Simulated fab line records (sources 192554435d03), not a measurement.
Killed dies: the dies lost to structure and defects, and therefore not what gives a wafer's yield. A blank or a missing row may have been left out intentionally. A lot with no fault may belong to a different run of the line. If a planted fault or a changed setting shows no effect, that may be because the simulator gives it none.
Matching of chambers || flow n5_finfet || N5_MOL_CONTACT_COAG_VIA_ETCH_46 on rie_diel-02 has 3 sister chambers
The step etches SiO2 in C4F6/O2, target depth 46 nm, overetch 9.2 nm, time 40 s. 14 wafers are shown with their chamber, then 6 later ones without.

## WAFERS WITH THEIR CHAMBER
{"wafer": "L075.1", "chamber": 2, "throttle_valve_pct (%)": 41.00, "showerhead_plenum_p_Torr (Torr)": 2.83, "rf_vpp_V (V)": 1581}
{"wafer": "L075.4", "chamber": 1, "throttle_valve_pct (%)": 40.60, "showerhead_plenum_p_Torr (Torr)": 2.81, "rf_vpp_V (V)": 1573}
{"wafer": "L075.5", "chamber": 2, "throttle_valve_pct (%)": 41.01, "showerhead_plenum_p_Torr (Torr)": 2.83, "rf_vpp_V (V)": 1579}
{"wafer": "L076.3", "chamber": 2, "throttle_valve_pct (%)": 41.01, "showerhead_plenum_p_Torr (Torr)": 2.82, "rf_vpp_V (V)": 1581}
{"wafer": "L076.4", "chamber": 3, "throttle_valve_pct (%)": 40.35, "showerhead_plenum_p_Torr (Torr)": 2.72, "rf_vpp_V (V)": 1561}
{"wafer": "L076.5", "chamber": 1, "throttle_valve_pct (%)": 40.61, "showerhead_plenum_p_Torr (Torr)": 2.81, "rf_vpp_V (V)": 1573}
{"wafer": "L077.3", "chamber": 2, "throttle_valve_pct (%)": 41.01, "showerhead_plenum_p_Torr (Torr)": 2.82, "rf_vpp_V (V)": 1581}
{"wafer": "L077.4", "chamber": 1, "throttle_valve_pct (%)": 40.63, "showerhead_plenum_p_Torr (Torr)": 2.81, "rf_vpp_V (V)": 1573}
{"wafer": "L077.5", "chamber": 3, "throttle_valve_pct (%)": 40.35, "showerhead_plenum_p_Torr (Torr)": 2.72, "rf_vpp_V (V)": 1562}
{"wafer": "L082.1", "chamber": 3, "throttle_valve_pct (%)": 40.33, "showerhead_plenum_p_Torr (Torr)": 2.71, "rf_vpp_V (V)": 1562}
{"wafer": "L082.4", "chamber": 2, "throttle_valve_pct (%)": 41.04, "showerhead_plenum_p_Torr (Torr)": 2.82, "rf_vpp_V (V)": 1579}
{"wafer": "L082.6", "chamber": 2, "throttle_valve_pct (%)": 41.03, "showerhead_plenum_p_Torr (Torr)": 2.82, "rf_vpp_V (V)": 1581}
{"wafer": "L086.2", "chamber": 3, "throttle_valve_pct (%)": 40.35, "showerhead_plenum_p_Torr (Torr)": 2.71, "rf_vpp_V (V)": 1561}
{"wafer": "L086.3", "chamber": 1, "throttle_valve_pct (%)": 40.62, "showerhead_plenum_p_Torr (Torr)": 2.80, "rf_vpp_V (V)": 1571}

SIGNATURES (means of the wafers above)
{"reading": "throttle_valve_pct", "chamber 1": 40.6150, "chamber 2": 41.0167, "chamber 3": 40.3450, "scatter within a chamber": 0.0133}
{"reading": "showerhead_plenum_p_Torr", "chamber 1": 2.8075, "chamber 2": 2.8233, "chamber 3": 2.7150, "scatter within a chamber": 0.00529}
{"reading": "rf_vpp_V", "chamber 1": 1572.50, "chamber 2": 1580.33, "chamber 3": 1561.50, "scatter within a chamber": 0.921}
Rule: for each reading, subtract the chamber's mean from the wafer's reading, divide by that reading's scatter and square the result; add these up over the readings and take the root, which gives the wafer's distance from the chamber. The wafer belongs to the nearest chamber; if the next one is less than 2 further off, it can't be placed. The scatter: the root of (the sum of the squares of (reading less its chamber's mean) over the shown wafers, divided by (wafers less chambers)).

## WAFERS MISSING THEIR CHAMBER
{"wafer": "L089.1", "throttle_valve_pct (%)": 40.64, "showerhead_plenum_p_Torr (Torr)": 2.80, "rf_vpp_V (V)": 1570}
{"wafer": "L089.3", "throttle_valve_pct (%)": 40.36, "showerhead_plenum_p_Torr (Torr)": 2.71, "rf_vpp_V (V)": 1560}
{"wafer": "L089.4", "throttle_valve_pct (%)": 40.38, "showerhead_plenum_p_Torr (Torr)": 2.71, "rf_vpp_V (V)": 1559}
{"wafer": "L091.3", "throttle_valve_pct (%)": 40.64, "showerhead_plenum_p_Torr (Torr)": 2.79, "rf_vpp_V (V)": 1571}
{"wafer": "L091.4", "throttle_valve_pct (%)": 40.37, "showerhead_plenum_p_Torr (Torr)": 2.71, "rf_vpp_V (V)": 1560}
{"wafer": "L091.5", "throttle_valve_pct (%)": 40.63, "showerhead_plenum_p_Torr (Torr)": 2.79, "rf_vpp_V (V)": 1571}

## THE CHAMBER EACH PASSED THROUGH
{"wafer": "L089.1", "from the rows above": 1, "in truth": 1}
{"wafer": "L089.3", "from the rows above": 3, "in truth": 3}
{"wafer": "L089.4", "from the rows above": 3, "in truth": 3}
{"wafer": "L091.3", "from the rows above": 1, "in truth": 1}
{"wafer": "L091.4", "from the rows above": 3, "in truth": 3}
{"wafer": "L091.5", "from the rows above": 1, "in truth": 1}
Correct placement for 6 of the 6. Left unplaced by these rows: 0. Wrongly placed: 0.
